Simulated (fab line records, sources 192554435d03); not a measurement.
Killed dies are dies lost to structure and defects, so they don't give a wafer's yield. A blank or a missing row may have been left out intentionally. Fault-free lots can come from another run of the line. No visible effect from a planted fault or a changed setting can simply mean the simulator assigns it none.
Which of the tools did it? :: flow n5_finfet :: 10 lots, 29 wafers sampled, at 6 steps of a route of 1938

== WHAT EACH GAUGE READ, for each wafer ==
N5_BEOL_M1_RS_MEAS_58: a four-point-probe measurement. Usual: M1_RS gives 0.66 ohm/sq (standard deviation 0.031).
lot: L288
measured: day 6 16:59
on: film_metro-02
M1_RS (ohm/sq): 0.69 0.70 0.64
flag: 

lot: L289
measured: day 6 23:20
on: film_metro-01
M1_RS (ohm/sq): 0.66 0.67 0.63
flag: 

lot: L291
measured: day 8 00:01
on: film_metro-01
M1_RS (ohm/sq): 0.65 0.64 0.65
flag: 

lot: L292
measured: day 8 05:02
on: film_metro-02
M1_RS (ohm/sq): 0.66 0.65 0.64
flag: 

lot: L294
measured: day 8 08:37
on: film_metro-02
M1_RS (ohm/sq): 0.63 0.72 0.63
flag: 

lot: L295
measured: day 8 11:29
on: film_metro-01
M1_RS (ohm/sq): 0.72 0.64 0.65
flag: 

lot: L298
measured: day 9 13:40
on: film_metro-02
M1_RS (ohm/sq): 0.65 0.65 0.60
flag: 

lot: L304
measured: day 10 22:37
on: film_metro-01
M1_RS (ohm/sq): 0.63 0.60 0.65
flag: 

lot: L308
measured: day 12 00:38
on: film_metro-02
M1_RS (ohm/sq): 0.70 0.64
flag: 

lot: L310
measured: day 12 11:28
on: film_metro-01
M1_RS (ohm/sq): 0.70 0.64 0.64
flag: 

N5_BEOL_M2_THK_MEAS_01. Usual: M2_ILD_THK gives 79.2 nm (standard deviation 1.1).
lot: L288
measured: day 6 17:07
on: film_metro-01
M2_ILD_THK (nm): 79.4 78.6 80.3
flag: 

lot: L289
measured: day 6 23:28
on: film_metro-02
M2_ILD_THK (nm): 77.9 78.0 77.9
flag: 

lot: L291
measured: day 8 00:08
on: film_metro-02
M2_ILD_THK (nm): 77.7 80.3 78.8
flag: 

lot: L292
measured: day 8 05:10
on: film_metro-01
M2_ILD_THK (nm): 78.0 78.6 80.2
flag: 

lot: L294
measured: day 8 08:45
on: film_metro-02
M2_ILD_THK (nm): 78.5 79.6 80.8
flag: 

lot: L295
measured: day 8 11:37
on: film_metro-02
M2_ILD_THK (nm): 78.6 80.7 80.0
flag: 

lot: L298
measured: day 9 13:48
on: film_metro-01
M2_ILD_THK (nm): 77.7 77.4 79.5
flag: 

lot: L304
measured: day 10 22:45
on: film_metro-01
M2_ILD_THK (nm): 77.1 90.4 80.1
flag: OFF

lot: L308
measured: day 12 00:46
on: film_metro-01
M2_ILD_THK (nm): 89.6 91.4
flag: OFF

lot: L310
measured: day 12 11:35
on: film_metro-01
M2_ILD_THK (nm): 80.4 79.2 80.7
flag: 

N5_BEOL_M4_RC_MEAS_101. Usual: DIBL_N 36.3 mV/V, standard deviation 1.8; DIBL_P 36.5 mV/V, standard deviation 2.1; IOFF_N 0.16 nA/um, standard deviation 0.031; IOFF_P 0.22 nA/um, standard deviation 0.038; ION_N 677 uA/um, standard deviation 12; ION_P 466 uA/um, standard deviation 7.8; SS_N 71.5 mV/dec, standard deviation 0.61; SS_P 73.2 mV/dec, standard deviation 0.7; VT_N 249 mV, standard deviation 3; VT_P -248.9 mV, standard deviation 3.
lot: L288
measured: day 8 17:48
on: prober-02
DIBL_N (mV/V): 32.9 38.3 37.4
DIBL_P (mV/V): 32.6 39.2 38.4
IOFF_N (nA/um): 0.10 0.17 0.18
IOFF_P (nA/um): 0.14 0.22 0.21
ION_N (uA/um): 663 668 686
ION_P (uA/um): 462 453 469
SS_N (mV/dec): 70.6 72.1 71.9
SS_P (mV/dec): 72.1 73.9 72.8
VT_N (mV): 254 249 249
VT_P (mV): -253.9 -248.2 -249.4
flag: 

lot: L289
measured: day 9 08:14
on: prober-02
DIBL_N (mV/V): 38.2 36.2 39.2
DIBL_P (mV/V): 38.6 36.3 38.9
IOFF_N (nA/um): 0.20 0.17 0.22
IOFF_P (nA/um): 0.24 0.20 0.27
ION_N (uA/um): 693 688 691
ION_P (uA/um): 464 462 466
SS_N (mV/dec): 72.0 71.4 72.4
SS_P (mV/dec): 73.6 72.0 73.8
VT_N (mV): 247 250 244
VT_P (mV): -246.9 -250.2 -246.2
flag: 

lot: L291
measured: day 9 15:04
on: prober-02
DIBL_N (mV/V): 38.6 36.0 37.0
DIBL_P (mV/V): 37.6 36.0 36.9
IOFF_N (nA/um): 0.19 0.16 0.17
IOFF_P (nA/um): 0.25 0.23 0.23
ION_N (uA/um): 681 691 694
ION_P (uA/um): 468 473 472
SS_N (mV/dec): 71.4 71.2 70.9
SS_P (mV/dec): 74.4 73.8 73.6
VT_N (mV): 248 247 248
VT_P (mV): -248.4 -246.6 -249.9
flag: 

lot: L292
measured: day 10 15:43
on: prober-01
DIBL_N (mV/V): 38.0 38.9 37.6
DIBL_P (mV/V): 38.8 39.3 37.4
IOFF_N (nA/um): 0.20 0.21 0.17
IOFF_P (nA/um): 0.24 0.25 0.22
ION_N (uA/um): 697 705 679
ION_P (uA/um): 470 468 458
SS_N (mV/dec): 72.1 71.5 71.4
SS_P (mV/dec): 74.1 74.0 74.1
VT_N (mV): 246 246 249
VT_P (mV): -249.7 -250.0 -252.2
flag: 

lot: L294
measured: day 10 01:01
on: prober-02
DIBL_N (mV/V): 35.5 34.6 39.3
DIBL_P (mV/V): 37.0 35.8 42.0
IOFF_N (nA/um): 0.17 0.15 0.28
IOFF_P (nA/um): 0.27 0.24 0.38
ION_N (uA/um): 689 687 708
ION_P (uA/um): 478 480 488
SS_N (mV/dec): 71.1 71.0 72.2
SS_P (mV/dec): 73.5 72.2 73.6
VT_N (mV): 246 249 238
VT_P (mV): -243.1 -246.4 -240.6
flag: 

lot: L295
measured: day 10 10:07
on: prober-02
DIBL_N (mV/V): 36.3 34.8 38.2
DIBL_P (mV/V): 36.3 34.0 39.1
IOFF_N (nA/um): 0.14 0.12 0.18
IOFF_P (nA/um): 0.18 0.15 0.22
ION_N (uA/um): 665 664 693
ION_P (uA/um): 455 455 465
SS_N (mV/dec): 71.3 71.0 70.9
SS_P (mV/dec): 73.1 72.9 74.1
VT_N (mV): 252 256 249
VT_P (mV): -255.5 -258.4 -252.0
flag: 

lot: L298
measured: day 11 08:43
on: prober-02
DIBL_N (mV/V): 35.6 35.2 36.9
DIBL_P (mV/V): 34.6 34.5 36.5
IOFF_N (nA/um): 0.15 0.15 0.18
IOFF_P (nA/um): 0.21 0.21 0.25
ION_N (uA/um): 664 675 675
ION_P (uA/um): 460 466 463
SS_N (mV/dec): 70.8 70.6 71.5
SS_P (mV/dec): 72.6 73.3 73.8
VT_N (mV): 251 250 248
VT_P (mV): -247.7 -248.2 -245.0
flag: 

lot: L304
measured: day 12 17:38
on: prober-01
DIBL_N (mV/V): 35.2 35.4 36.0
DIBL_P (mV/V): 34.0 34.4 35.0
IOFF_N (nA/um): 0.14 0.14 0.16
IOFF_P (nA/um): 0.20 0.20 0.22
ION_N (uA/um): 668 670 685
ION_P (uA/um): 466 470 478
SS_N (mV/dec): 71.4 70.9 71.8
SS_P (mV/dec): 72.5 72.0 72.4
VT_N (mV): 251 250 248
VT_P (mV): -248.6 -248.9 -248.1
flag: 

lot: L308
measured: day 13 19:50
on: prober-02
DIBL_N (mV/V): 33.4 33.8
DIBL_P (mV/V): 33.2 33.8
IOFF_N (nA/um): 0.12 0.12
IOFF_P (nA/um): 0.16 0.17
ION_N (uA/um): 657 650
ION_P (uA/um): 459 453
SS_N (mV/dec): 70.7 70.7
SS_P (mV/dec): 71.8 72.5
VT_N (mV): 253 253
VT_P (mV): -252.4 -252.0
flag: 

lot: L310
measured: day 14 01:23
on: prober-01
DIBL_N (mV/V): 34.1 34.1 38.3
DIBL_P (mV/V): 35.5 34.8 40.8
IOFF_N (nA/um): 0.14 0.14 0.23
IOFF_P (nA/um): 0.20 0.19 0.31
ION_N (uA/um): 680 661 698
ION_P (uA/um): 469 457 477
SS_N (mV/dec): 71.8 71.4 71.7
SS_P (mV/dec): 72.6 72.4 73.5
VT_N (mV): 250 249 245
VT_P (mV): -250.0 -249.1 -246.5
flag: 

== WHAT TOOL EACH LOT RAN ON (gives the tool, then ch and the chambers of the sampled wafers, and finally the start) ==
lot: L288
N5_BEOL_M1_ANNEAL_95: pvd_sputter-02, day 6 15:41
N5_BEOL_M1_PRE_CLEAN_60: cvd_co-01 ch 0,1, day 6 16:46
N5_BEOL_M2_ILD_DEP_00: pecvd-03 ch 1,2, day 6 17:03

lot: L289
N5_BEOL_M1_ANNEAL_95: pvd_sputter-03, day 6 22:09
N5_BEOL_M1_PRE_CLEAN_60: cvd_co-01 ch 0,1,2, day 6 23:07
N5_BEOL_M2_ILD_DEP_00: pecvd-02 ch 1,2, day 6 23:24

lot: L291
N5_BEOL_M1_ANNEAL_95: pvd_sputter-02, day 7 22:50
N5_BEOL_M1_PRE_CLEAN_60: cvd_co-01 ch 0,1, day 7 23:47
N5_BEOL_M2_ILD_DEP_00: pecvd-02 ch 1,2, day 8 00:05

lot: L292
N5_BEOL_M1_ANNEAL_95: pvd_sputter-01, day 8 03:49
N5_BEOL_M1_PRE_CLEAN_60: cvd_co-01 ch 0,2, day 8 04:49
N5_BEOL_M2_ILD_DEP_00: pecvd-03 ch 0,1,2, day 8 05:06

lot: L294
N5_BEOL_M1_ANNEAL_95: pvd_sputter-03, day 8 06:59
N5_BEOL_M1_PRE_CLEAN_60: cvd_co-01 ch 0,2, day 8 08:23
N5_BEOL_M2_ILD_DEP_00: pecvd-02 ch 0,1, day 8 08:41

lot: L295
N5_BEOL_M1_ANNEAL_95: pvd_sputter-02, day 8 10:17
N5_BEOL_M1_PRE_CLEAN_60: cvd_co-02 ch 0,1, day 8 11:16
N5_BEOL_M2_ILD_DEP_00: pecvd-03 ch 0,2, day 8 11:33

lot: L298
N5_BEOL_M1_ANNEAL_95: pvd_sputter-01, day 9 12:29
N5_BEOL_M1_PRE_CLEAN_60: cvd_co-02 ch 1,2, day 9 13:26
N5_BEOL_M2_ILD_DEP_00: pecvd-02 ch 0,1, day 9 13:44

lot: L304
N5_BEOL_M1_ANNEAL_95: pvd_sputter-03, day 10 21:04
N5_BEOL_M1_PRE_CLEAN_60: cvd_co-01 ch 0,1, day 10 22:24
N5_BEOL_M2_ILD_DEP_00: pecvd-02 ch 0,1, day 10 22:41

lot: L308
N5_BEOL_M1_ANNEAL_95: pvd_sputter-01, day 11 23:26
N5_BEOL_M1_PRE_CLEAN_60: cvd_co-01 ch 1,2, day 12 00:25
N5_BEOL_M2_ILD_DEP_00: pecvd-02 ch 0,1, day 12 00:41

lot: L310
N5_BEOL_M1_ANNEAL_95: pvd_sputter-03, day 12 10:16
N5_BEOL_M1_PRE_CLEAN_60: cvd_co-02 ch 0,1,2, day 12 11:16
N5_BEOL_M2_ILD_DEP_00: pecvd-03 ch 0,1,2, day 12 11:32
- N5_BEOL_M1_ANNEAL_95: time 240 s.
- N5_BEOL_M1_PRE_CLEAN_60: time 15 s.
- N5_BEOL_M2_ILD_DEP_00: deposits SiOC from DEMS/O2, target thk 79 nm, time 15.3 s.

== AS READ BY THE TOOLS THEMSELVES (means over the sampled wafers that have a number; for cases with no such wafer, the mark the record gives instead) ==
N5_BEOL_M1_ANNEAL_95. Usual: heater_power_w at 810 W, with a standard deviation of 80.
lot: L288
tool: pvd_sputter-02
heater_power_w (W): 772
flag: 

lot: L289
tool: pvd_sputter-03
heater_power_w (W): 802
flag: 

lot: L291
tool: pvd_sputter-02
heater_power_w (W): 807
flag: 

lot: L292
tool: pvd_sputter-01
heater_power_w (W): 900
flag: 

lot: L294
tool: pvd_sputter-03
heater_power_w (W): 842
flag: 

lot: L295
tool: pvd_sputter-02
heater_power_w (W): 816
flag: 

lot: L298
tool: pvd_sputter-01
heater_power_w (W): 850
flag: 

lot: L304
tool: pvd_sputter-03
heater_power_w (W): 803
flag: 

lot: L308
tool: pvd_sputter-01
heater_power_w (W): 941
flag: 

lot: L310
tool: pvd_sputter-03
heater_power_w (W): 760
flag: 

N5_BEOL_M1_PRE_CLEAN_60. Usual: heater_power_w at 85 W, with a standard deviation of 12.
lot: L288
tool: cvd_co-01
heater_power_w (W): 99
flag: 

lot: L289
tool: cvd_co-01
heater_power_w (W): 86
flag: 

lot: L291
tool: cvd_co-01
heater_power_w (W): 98
flag: 

lot: L292
tool: cvd_co-01
heater_power_w (W): 76
flag: 

lot: L294
tool: cvd_co-01
heater_power_w (W): 87
flag: 

lot: L295
tool: cvd_co-02
heater_power_w (W): 78
flag: 

lot: L298
tool: cvd_co-02
heater_power_w (W): 89
flag: 

lot: L304
tool: cvd_co-01
heater_power_w (W): 98
flag: 

lot: L308
tool: cvd_co-01
heater_power_w (W): 81
flag: 

lot: L310
tool: cvd_co-02
heater_power_w (W): 85
flag: 

N5_BEOL_M2_ILD_DEP_00. Usual: heater_power_w 509 W, standard deviation 48; showerhead_plenum_p_Torr 5.695 Torr, standard deviation 0.019; throttle_valve_pct 11.7 %, standard deviation 0.37.
lot: L288
tool: pecvd-03
heater_power_w (W): 475
showerhead_plenum_p_Torr (Torr): 5.718
throttle_valve_pct (%): 11.7
flag: 

lot: L289
tool: pecvd-02
heater_power_w (W): 543
showerhead_plenum_p_Torr (Torr): 5.678
throttle_valve_pct (%): 11.4
flag: 

lot: L291
tool: pecvd-02
heater_power_w (W): 529
showerhead_plenum_p_Torr (Torr): 5.685
throttle_valve_pct (%): 11.5
flag: 

lot: L292
tool: pecvd-03
heater_power_w (W): 493
showerhead_plenum_p_Torr (Torr): 5.696
throttle_valve_pct (%): 11.5
flag: 

lot: L294
tool: pecvd-02
heater_power_w (W): 525
showerhead_plenum_p_Torr (Torr): 5.677
throttle_valve_pct (%): 11.3
flag: 

lot: L295
tool: pecvd-03
heater_power_w (W): 413
showerhead_plenum_p_Torr (Torr): 5.681
throttle_valve_pct (%): 11.5
flag: 

lot: L298
tool: pecvd-02
heater_power_w (W): 568
showerhead_plenum_p_Torr (Torr): 5.684
throttle_valve_pct (%): 11.4
flag: 

lot: L304
tool: pecvd-02
heater_power_w (W): 557
showerhead_plenum_p_Torr (Torr): 5.680
throttle_valve_pct (%): 11.5
flag: 

lot: L308
tool: pecvd-02
heater_power_w (W): 564
showerhead_plenum_p_Torr (Torr): 5.684
throttle_valve_pct (%): 11.6
flag: 

lot: L310
tool: pecvd-03
heater_power_w (W): 502
showerhead_plenum_p_Torr (Torr): 5.701
throttle_valve_pct (%): 11.6
flag: 

== THE ANSWER, worked out from the rows above alone ==
Rule: take the mean of a lot's wafers that have a number; if it is more than 3 standard deviations from the usual mean, the lot is off. Also off: a lot with no number at a reading for which 4 or more lots have one. Where the step has rows for the other lots, those lots are counted as sound. First the gauges in route order, then the tools' own readings, where a lot's mean is used as printed above. At the first step where some lot is off, the reading lying furthest off is the one used; lots without a number count as furthest.
Off: at N5_BEOL_M2_THK_MEAS_01 (M2_ILD_THK), L304, L308.
A tool fits if, at a process step before that reading, it ran every lot that is off, and no sound lot after the first of them. Those tools and the gauges at N5_BEOL_M2_THK_MEAS_01 are tried in the same way. This does not decide it: 2 tools fit, namely cvd_co-01 at N5_BEOL_M1_PRE_CLEAN_60 and pecvd-02 at N5_BEOL_M2_ILD_DEP_00.

== WHAT HAD BEEN PUT IN BY THE SIMULATOR ==
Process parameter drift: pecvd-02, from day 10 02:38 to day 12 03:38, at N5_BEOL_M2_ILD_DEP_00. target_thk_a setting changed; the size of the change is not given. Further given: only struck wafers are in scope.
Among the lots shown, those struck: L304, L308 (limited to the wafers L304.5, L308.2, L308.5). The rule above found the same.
